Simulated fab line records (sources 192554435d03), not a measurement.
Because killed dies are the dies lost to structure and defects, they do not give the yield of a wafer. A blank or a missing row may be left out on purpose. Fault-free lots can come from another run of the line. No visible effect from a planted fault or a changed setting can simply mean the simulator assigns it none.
Lot-split experiment || flow n5_finfet || 21 wafers read from 7 lots, route of 1938 steps

## THE SPLIT
At N5_BEOL_M8_COAT_60 (time 60 s, resist thk 35 nm), the setting spin_rpm was moved away from the recipe's 1500 rpm on 10 of the 21 wafers read, by -9.5% to +10.2%. The other wafers ran this setting at the recipe's value.

The reading comes from the split's own step.

## THE READING
SiARC_of_BEOL_M8_COAT_60.thk_nm (the simulator's own value, which no gauge read), in nm, at N5_BEOL_M8_COAT_60 (time 60 s, resist thk 35 nm). No usual value for it is given in the file. Here, 11 wafers ran the recipe; their average is 35.1 nm with a standard deviation of 0.1 nm.

{"wafer": "L075.3", "tool, chamber at the split": "litho_track-05, 0", "spin_rpm as run, rpm": 1562, "against the recipe": "+4.1%", "SiARC_of_BEOL_M8_COAT_60.thk_nm, nm": 34.4, "against lot-mates on the recipe": -0.6}
{"wafer": "L075.5", "tool, chamber at the split": "litho_track-05, 0", "spin_rpm as run, rpm": 1562, "against the recipe": "+4.1%", "SiARC_of_BEOL_M8_COAT_60.thk_nm, nm": 34.4, "against lot-mates on the recipe": -0.6}
{"wafer": "L075.4", "tool, chamber at the split": "litho_track-05, 0", "spin_rpm as run, rpm": 1500, "against the recipe": "recipe", "SiARC_of_BEOL_M8_COAT_60.thk_nm, nm": 35, "against lot-mates on the recipe": "-"}
{"wafer": "L077.1", "tool, chamber at the split": "litho_track-05, 0", "spin_rpm as run, rpm": 1500, "against the recipe": "recipe", "SiARC_of_BEOL_M8_COAT_60.thk_nm, nm": 35, "against lot-mates on the recipe": "-"}
{"wafer": "L077.5", "tool, chamber at the split": "litho_track-05, 0", "spin_rpm as run, rpm": 1500, "against the recipe": "recipe", "SiARC_of_BEOL_M8_COAT_60.thk_nm, nm": 35, "against lot-mates on the recipe": "-"}
{"wafer": "L077.3", "tool, chamber at the split": "litho_track-05, 0", "spin_rpm as run, rpm": 1500, "against the recipe": "recipe", "SiARC_of_BEOL_M8_COAT_60.thk_nm, nm": 35.2, "against lot-mates on the recipe": "-"}
{"wafer": "L080.1", "tool, chamber at the split": "litho_track-05, 0", "spin_rpm as run, rpm": 1500, "against the recipe": "recipe", "SiARC_of_BEOL_M8_COAT_60.thk_nm, nm": 35.2, "against lot-mates on the recipe": "-"}
{"wafer": "L080.4", "tool, chamber at the split": "litho_track-05, 0", "spin_rpm as run, rpm": 1500, "against the recipe": "recipe", "SiARC_of_BEOL_M8_COAT_60.thk_nm, nm": 35.2, "against lot-mates on the recipe": "-"}
{"wafer": "L080.3", "tool, chamber at the split": "litho_track-05, 0", "spin_rpm as run, rpm": 1653, "against the recipe": "+10.2%", "SiARC_of_BEOL_M8_COAT_60.thk_nm, nm": 33.6, "against lot-mates on the recipe": -1.6}
{"wafer": "L082.3", "tool, chamber at the split": "litho_track-04, 0", "spin_rpm as run, rpm": 1500, "against the recipe": "recipe", "SiARC_of_BEOL_M8_COAT_60.thk_nm, nm": 35, "against lot-mates on the recipe": "-"}
{"wafer": "L082.4", "tool, chamber at the split": "litho_track-04, 0", "spin_rpm as run, rpm": 1449, "against the recipe": "-3.4%", "SiARC_of_BEOL_M8_COAT_60.thk_nm, nm": 35.6, "against lot-mates on the recipe": "+0.6"}
{"wafer": "L082.5", "tool, chamber at the split": "litho_track-04, 0", "spin_rpm as run, rpm": 1449, "against the recipe": "-3.4%", "SiARC_of_BEOL_M8_COAT_60.thk_nm, nm": 35.6, "against lot-mates on the recipe": "+0.6"}
{"wafer": "L087.4", "tool, chamber at the split": "litho_track-04, 0", "spin_rpm as run, rpm": 1398, "against the recipe": "-6.8%", "SiARC_of_BEOL_M8_COAT_60.thk_nm, nm": 36.2, "against lot-mates on the recipe": "+1.2"}
{"wafer": "L087.6", "tool, chamber at the split": "litho_track-04, 0", "spin_rpm as run, rpm": 1398, "against the recipe": "-6.8%", "SiARC_of_BEOL_M8_COAT_60.thk_nm, nm": 36.2, "against lot-mates on the recipe": "+1.2"}
{"wafer": "L087.5", "tool, chamber at the split": "litho_track-04, 0", "spin_rpm as run, rpm": 1500, "against the recipe": "recipe", "SiARC_of_BEOL_M8_COAT_60.thk_nm, nm": 35, "against lot-mates on the recipe": "-"}
{"wafer": "L091.2", "tool, chamber at the split": "litho_track-04, 0", "spin_rpm as run, rpm": 1357, "against the recipe": "-9.5%", "SiARC_of_BEOL_M8_COAT_60.thk_nm, nm": 37, "against lot-mates on the recipe": "+1.8"}
{"wafer": "L091.4", "tool, chamber at the split": "litho_track-04, 0", "spin_rpm as run, rpm": 1357, "against the recipe": "-9.5%", "SiARC_of_BEOL_M8_COAT_60.thk_nm, nm": 37, "against lot-mates on the recipe": "+1.8"}
{"wafer": "L091.3", "tool, chamber at the split": "litho_track-04, 0", "spin_rpm as run, rpm": 1500, "against the recipe": "recipe", "SiARC_of_BEOL_M8_COAT_60.thk_nm, nm": 35.2, "against lot-mates on the recipe": "-"}
{"wafer": "L090.3", "tool, chamber at the split": "litho_track-05, 0", "spin_rpm as run, rpm": 1500, "against the recipe": "recipe", "SiARC_of_BEOL_M8_COAT_60.thk_nm, nm": 35, "against lot-mates on the recipe": "-"}
{"wafer": "L090.4", "tool, chamber at the split": "litho_track-05, 0", "spin_rpm as run, rpm": 1500, "against the recipe": "recipe", "SiARC_of_BEOL_M8_COAT_60.thk_nm, nm": 35.2, "against lot-mates on the recipe": "-"}
{"wafer": "L090.6", "tool, chamber at the split": "litho_track-05, 0", "spin_rpm as run, rpm": 1369, "against the recipe": "-8.7%", "SiARC_of_BEOL_M8_COAT_60.thk_nm, nm": 36.8, "against lot-mates on the recipe": "+1.7"}

FIT RESULTS
A straight line over all 21 wafers: SiARC_of_BEOL_M8_COAT_60.thk_nm changes by -0.176 nm for each +1% of spin_rpm; r = -0.99; the points scatter about the line by 0.14 nm.
The same after taking each lot's own level away (the mean of its wafers on the recipe; 21 wafers): -0.175 nm for each +1%; r = -1.00; scatter 0.085 nm.
According to that fit, moving spin_rpm by its largest amount changes the reading by 1.8 nm.
From 35.00 to 35.20 nm: that is the span of the lots' own levels, equal to 2.0 times the standard deviation above.
Hence the lot-to-lot level has little effect on the slope; both slopes agree.
Check: -1.81 nm against its lot-mates is what the line predicts for one of the wafers moved furthest among these (+10.2%) when that wafer is left out of the fit. It came out at -1.6 nm against them.

## ADDITIONAL SPLITS CARRIED BY THESE WAFERS
These wafers also went through other splits before the reading. Each is held against what the fit with the lots' levels taken away leaves over:
{"other split on the same wafers": "N5_BEOL_M5_ETCH_41 source_w", "wafers away from the commonest value": 7, "r with SiARC_of_BEOL_M8_COAT_60.thk_nm (lot level and that fit taken away)": "+0.21"}
{"other split on the same wafers": "N5_BEOL_M7_ILD_DEP_00 time_s", "wafers away from the commonest value": 9, "r with SiARC_of_BEOL_M8_COAT_60.thk_nm (lot level and that fit taken away)": -0.04}
{"other split on the same wafers": "N5_BEOL_M7_EXPOSE_25 dose_mj", "wafers away from the commonest value": 8, "r with SiARC_of_BEOL_M8_COAT_60.thk_nm (lot level and that fit taken away)": "+0.04"}
{"other split on the same wafers": "N5_BEOL_M7_VIA_ETCH_34 source_w", "wafers away from the commonest value": 6, "r with SiARC_of_BEOL_M8_COAT_60.thk_nm (lot level and that fit taken away)": -0.07}

## THE FILE'S OWN FIT
SiARC_of_BEOL_M8_COAT_60.thk_nm changes by -0.176 nm for each +1% of spin_rpm, r = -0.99.
